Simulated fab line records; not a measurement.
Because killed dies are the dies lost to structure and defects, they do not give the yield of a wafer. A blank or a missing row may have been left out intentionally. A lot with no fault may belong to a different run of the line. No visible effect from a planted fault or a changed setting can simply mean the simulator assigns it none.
One fault seen from 2 desks + flow n5-finfet + each desk has only its own numbers; what lay behind them comes last

THE TOOL OWNER'S DESK: litho-track-03
The tool's own readings at N5_FIN_SAQP_COAT_10 (resist thk 90 nm): means of the sampled wafers that have a number, for each lot that ran on this tool. Any lot whose mean is over 4 standard deviations away from the usual mean is out of limits and marked OUT; that distance is given in the brackets.
Columns: A = spin-speed-rpm at N5_FIN_SAQP_COAT_10, usual 1499.8 rpm
| lot  | first seen here | A                |
|------|-----------------|------------------|
| L528 | day 2 10:38     | 1499.7           |
| L529 | day 2 15:42     | 1499.4           |
| L530 | day 2 21:33     | 1589.4 (+81) OUT |
| L534 | day 3 23:38     | 1588.2 (+80) OUT |
| L548 | day 7 09:28     | 1500.2           |
Finding of this desk: L530, L534 out of limits; the first was L530 at day 2 21:33, on spin-speed-rpm at N5_FIN_SAQP_COAT_10. L528, L529, L548: within limits.

FROM THE METROLOGY DESK
What the gauges read for every lot (on any tool): the sampled wafers with a number, averaged. Any lot whose mean is over 4 standard deviations away from the usual mean is out of limits and marked OUT; that distance is given in the brackets. Of its 11 readings 7 are shown: those that lie furthest out on some lot.
Columns: A = DIBL_N at N5_BEOL_M4_RC_MEAS_101, usual 35.8 mV/V; B = DIBL_P at N5_BEOL_M4_RC_MEAS_101, usual 36.0 mV/V; C = IOFF_N at N5_BEOL_M4_RC_MEAS_101, usual 0.153 nA/um; D = IOFF_P at N5_BEOL_M4_RC_MEAS_101, usual 0.21 nA/um; E = ION_N at N5_BEOL_M4_RC_MEAS_101, usual 673 uA/um; F = SS_N at N5_BEOL_M4_RC_MEAS_101, usual 71.4 mV/dec; G = VT_P at N5_BEOL_M4_RC_MEAS_101, usual -250 mV
| lot  | first seen here | A    | B    | C     | D    | E   | F    | G    |
|------|-----------------|------|------|-------|------|-----|------|------|
| L528 | day 2 10:55     | 36.7 | 38.9 | 0.174 | 0.29 | 683 | 71.5 | -242 |
| L529 | day 2 16:07     | 38.1 | 37.6 | 0.171 | 0.23 | 681 | 71.9 | -251 |
| L530 | day 2 21:50     | 37.2 | 36.0 | 0.185 | 0.24 | 691 | 71.0 | -244 |
| L533 | day 3 15:37     | 32.9 | 32.2 | 0.108 | 0.15 | 653 | 70.4 | -255 |
| L534 | day 4 00:02     | 34.9 | 33.8 | 0.123 | 0.17 | 660 | 71.2 | -253 |
| L539 | day 5 05:49     | 34.5 | 35.3 | 0.148 | 0.21 | 675 | 71.4 | -249 |
| L540 | day 5 09:34     | 36.9 | 37.2 | 0.169 | 0.23 | 681 | 71.5 | -247 |
| L547 | day 7 03:40     | 38.0 | 38.7 | 0.160 | 0.22 | 671 | 71.6 | -250 |
| L548 | day 7 09:52     | 34.9 | 34.1 | 0.139 | 0.18 | 672 | 71.0 | -253 |
| L549 | day 7 16:21     | 36.0 | 34.2 | 0.147 | 0.19 | 669 | 71.3 | -252 |
Result from this desk: across the 10 lots, nothing is out of limits.

BROUGHT TOGETHER
An alarm could have come from the tool owner's desk at day 2 21:33, on L530, L534.
Metrology desk: nothing out of limits seen.
The metrology desk holds a record of L530, L534, inside its limits.
N5_FIN_SAQP_COAT_10 was run on litho-track-03 by each of the lots named.

WHAT THE SIMULATOR HAD INSERTED
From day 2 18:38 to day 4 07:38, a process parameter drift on litho-track-03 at N5_FIN_SAQP_COAT_10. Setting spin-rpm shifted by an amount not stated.
Lots struck among those shown: L530, L534.
How many hours passed from the start of the fault until each desk's first out-of-limits reading: the tool owner's desk, 3.
